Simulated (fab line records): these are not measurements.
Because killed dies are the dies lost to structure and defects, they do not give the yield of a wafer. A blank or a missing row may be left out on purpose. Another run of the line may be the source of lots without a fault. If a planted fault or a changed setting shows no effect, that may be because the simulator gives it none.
Which tool is to blame? :: flow n5Finfet :: 11 lots with 33 wafers sampled at 3 steps, on a route of 1938 steps

== WHAT THE GAUGES SHOWED, per wafer ==
N5_BEOL_M0_SAQP_CD_MEAS_40: the cd target is 30 nm.
lot: L075
measured: day 6 02:31
on: cdSem-03
cdNm (nm): 30.31 30.21 30.32

lot: L077
measured: day 6 13:15
on: cdSem-02
cdNm (nm): 30.13 29.81 30.40

lot: L079
measured: day 7 00:21
on: cdSem-03
cdNm (nm): 29.64 29.79 29.62

lot: L082
measured: day 7 11:15
on: cdSem-03
cdNm (nm): 29.75 30.32 30.48

lot: L083
measured: day 7 20:55
on: cdSem-03
cdNm (nm): 30.07 29.67 29.35

lot: L085
measured: day 10 23:51
on: cdSem-03
cdNm (nm): 29.97 30.28 30.29

lot: L095
measured: day 11 00:19
on: cdSem-02
cdNm (nm): 29.98 30.46 30.02

lot: L089
measured: day 11 03:20
on: cdSem-03
cdNm (nm): 29.88 30.09 30.09

lot: L091
measured: day 11 03:47
on: cdSem-01
cdNm (nm): 29.87 30.17 30.33

lot: L093
measured: day 11 04:22
on: cdSem-02
cdNm (nm): 29.18 29.88 29.49

lot: L096
measured: day 11 04:40
on: cdSem-01
cdNm (nm): 29.90 29.71 30.24

== WHICH TOOL RAN EACH LOT (tool, then ch and the chambers of the sampled wafers, then the start) ==
lot: L075
N5_BEOL_M0_SAQP_ETCH_84: rieDiel-06 ch 0,1, day 5 21:38
N5_BEOL_M0_SAQP_RECESS_109: vaporEtch-01 ch 0, day 6 00:57

lot: L077
N5_BEOL_M0_SAQP_ETCH_84: rieDiel-01 ch 2,3, day 6 09:33
N5_BEOL_M0_SAQP_RECESS_109: vaporEtch-01 ch 0,1, day 6 12:01

lot: L079
N5_BEOL_M0_SAQP_ETCH_84: rieDiel-05 ch 2,3, day 6 19:49
N5_BEOL_M0_SAQP_RECESS_109: vaporEtch-02 ch 0,1, day 6 22:59

lot: L082
N5_BEOL_M0_SAQP_ETCH_84: rieDiel-06 ch 0,1,3, day 7 07:40
N5_BEOL_M0_SAQP_RECESS_109: vaporEtch-01 ch 0,1, day 7 10:03

lot: L083
N5_BEOL_M0_SAQP_ETCH_84: rieDiel-01 ch 1,2,3, day 7 17:07
N5_BEOL_M0_SAQP_RECESS_109: vaporEtch-02 ch 0,1, day 7 19:35

lot: L085
N5_BEOL_M0_SAQP_ETCH_84: rieDiel-05 ch 0,1, day 10 18:56
N5_BEOL_M0_SAQP_RECESS_109: vaporEtch-02 ch 0,1, day 10 22:27

lot: L095
N5_BEOL_M0_SAQP_ETCH_84: rieDiel-06 ch 0,3, day 10 19:18
N5_BEOL_M0_SAQP_RECESS_109: vaporEtch-02 ch 0,1, day 10 23:03

lot: L089
N5_BEOL_M0_SAQP_ETCH_84: rieDiel-05 ch 0,1, day 10 19:29
N5_BEOL_M0_SAQP_RECESS_109: vaporEtch-02 ch 0,1, day 11 00:03

lot: L091
N5_BEOL_M0_SAQP_ETCH_84: rieDiel-01 ch 0,1,3, day 10 19:46
N5_BEOL_M0_SAQP_RECESS_109: vaporEtch-01 ch 0,1, day 11 00:46

lot: L093
N5_BEOL_M0_SAQP_ETCH_84: rieDiel-05 ch 1,3, day 10 20:27
N5_BEOL_M0_SAQP_RECESS_109: vaporEtch-02 ch 1, day 11 01:13

lot: L096
N5_BEOL_M0_SAQP_ETCH_84: rieDiel-06 ch 1,2, day 10 21:34
N5_BEOL_M0_SAQP_RECESS_109: vaporEtch-02 ch 0, day 11 01:38
- N5_BEOL_M0_SAQP_ETCH_84: etches SOC in N2/H2, target depth 100 nm, overetch 20 nm, time 150 s.
- N5_BEOL_M0_SAQP_RECESS_109: chemistry HF/NH3, target SiO2, target depth 3 nm, afs cycles 1, sublimation time 60 s.

== THE ANSWER, worked out from the rows above alone ==
Rule: usual is defined by the lots themselves. The widest of any qualifying gaps counts: lots, ordered by their means at a reading, are off when they make up no more than a third of the lots, leave a main group of 4 or more, and stand apart from it by 3 or more times the standard deviation of that group's means. A main group whose means are all the same, to the digits that the tables above print for the reading, isn't used. Also off: a lot with no number at a reading for which 4 or more lots have one. All remaining lots with rows at the step are treated as sound.
No lot is off on any of the readings shown, so nothing can be concluded from this.

== WHAT THE SIMULATOR PUT IN ==
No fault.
